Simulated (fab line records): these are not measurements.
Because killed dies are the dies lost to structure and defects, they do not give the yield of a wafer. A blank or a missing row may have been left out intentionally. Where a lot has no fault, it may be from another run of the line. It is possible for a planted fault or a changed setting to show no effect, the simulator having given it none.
Problem report, 8D (eight disciplines) form, completed by code || flow nand_harc || the parts of the form that need people (team, actions taken, sign-off) are left out

## 1. WHAT WENT WRONG
killed_at_array at NHARC_END_SORT_01 reads a mean of 158 on 1 wafer of 1 lot; wafers without a fault read 26 with a standard deviation of 9.6. Measured from the usual mean, that is +14 standard deviations.
Seen first at day 22 04:11 on prober-02, wafer L156.4. The record holds 3 wafers of 1 lot with a number at this step. Rule for "out", or "out of limits": more than 4 standard deviations from the usual mean. All remaining wafers that have a number are taken as sound.

## 2. WHAT THIS IS AND IS NOT
{"question": "which readings at this step", "is": "killed_at_array, killed_dies", "is not": "killed_at_other, killed_at_periphery, killed_open, killed_short"}
{"question": "which lots", "is": "L156", "is not": "-"}
{"question": "which wafers of those lots", "is": "L156.4", "is not": "L156.1, L156.2"}
{"question": "read on which gauges", "is": "prober-02", "is not": "-"}
{"question": "when", "is": "from day 22 04:11", "is not": "up to then (2 sound wafers)"}

## 3. WHAT RULES OUT EACH SUSPECT
Counting: a tool at a process step up to the reading stays a suspect if it ran every lot that is out. Sound lots after the first of them don't rule it out here, since some wafers of a struck lot are sound.
- the gauge at NHARC_END_SORT_01: ruled out. All the wafers that are out were read on prober-02, but those of them that NHARC_A_STAIRCASE_ETCH_199 has rows for are out there too, on other tools.
- rie_diel-06 at NHARC_A_STAIRCASE_TRIM_191 (chemistry O2, time 211.2 s): kept. It ran the lot that is out, L156 (day 14 07:26). NHARC_A_STAIRCASE_TRIM_191: start missing for some lots; hours and lot order therefore follow NHARC_A_STAIRCASE_ETCH_199.
- rie_diel-06 at NHARC_A_STAIRCASE_TRIM_198 (chemistry O2, time 211.2 s): kept. It ran the lot that is out, L156 (day 14 07:26). NHARC_A_STAIRCASE_TRIM_198: start missing for some lots; hours and lot order therefore follow NHARC_A_STAIRCASE_ETCH_199.
- rie_diel-06 at NHARC_A_STAIRCASE_ETCH_199 (etches the open film in C4F8/O2, target depth 100 nm, time 40.5 s): kept. It ran the lot that is out, L156 (day 14 07:26). On those wafers its own readings are out: oes_product_au.
- plasma_asher-02 at NHARC_A_STAIRCASE_STRIP_205 (strips in O2): kept. It ran the lot that is out, L156 (day 14 08:11).
- At NHARC_A_STAIRCASE_TRIM_191, inside rie_diel-06: chamber 1 took the wafers that are out, while their sound lot-mates went through chambers 0, 3.
- At NHARC_A_STAIRCASE_TRIM_198, inside rie_diel-06: chamber 1 took the wafers that are out, while their sound lot-mates went through chambers 0, 2.
- At NHARC_A_STAIRCASE_ETCH_199, inside rie_diel-06: chamber 3 took the wafers that are out, while their sound lot-mates went through chambers 0, 1.
Left after counting: rie_diel-06 at NHARC_A_STAIRCASE_TRIM_191, rie_diel-06 at NHARC_A_STAIRCASE_TRIM_198, rie_diel-06 at NHARC_A_STAIRCASE_ETCH_199, plasma_asher-02 at NHARC_A_STAIRCASE_STRIP_205.

## 4. THE CAUSE (what the simulator had put in)
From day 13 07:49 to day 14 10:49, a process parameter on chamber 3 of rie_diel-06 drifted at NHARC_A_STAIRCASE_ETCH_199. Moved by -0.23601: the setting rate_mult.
Counting leaves 4 suspects; this tool is one of them.

## 5. THE EFFECT CHAIN, in route order
Rows list readings where the struck wafers' mean (over those with a number) sits beyond 3 standard deviations from the usual. Only readings for which the record gives a usual standard deviation are gone through. hours: the time from each lot's start at the first step in this table that gives one to its start at this step, as a median over the lots. sigmas: the change in usual standard deviations.
{"hours": 0, "step": "NHARC_A_STAIRCASE_ETCH_199", "reading": "oes_product_au", "usual": "0.945 a.u.", "on struck wafers": 0.802, "change": -0.143, "sigmas": -12}
{"hours": 189, "step": "NHARC_END_SORT_01", "reading": "killed_at_array", "usual": 26, "on struck wafers": 158, "change": "+132", "sigmas": "+14"}
{"hours": 189, "step": "NHARC_END_SORT_01", "reading": "killed_dies", "usual": 31, "on struck wafers": 166, "change": "+135", "sigmas": "+14"}
Here are the process steps it includes:
- NHARC_A_STAIRCASE_ETCH_199: etches the open film in C4F8/O2, target depth 100 nm, time 40.5 s.

## 6. HOW IT WOULD HAVE BEEN CAUGHT EARLIER
In this record the first reading out of limits at a measuring or inspecting step was taken at day 22 04:11, 212 hours after the fault began at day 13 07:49.
The tool's own readings at NHARC_A_STAIRCASE_ETCH_199 were out on every struck wafer that the step has a row for (oes_product_au): an alarm limit on them would have fired on the first of those.
Lots out: 1; all had begun NHARC_A_STAIRCASE_ETCH_199 on rie_diel-06 by day 22 04:11. None of them would have been spared by holding the tool at that moment.
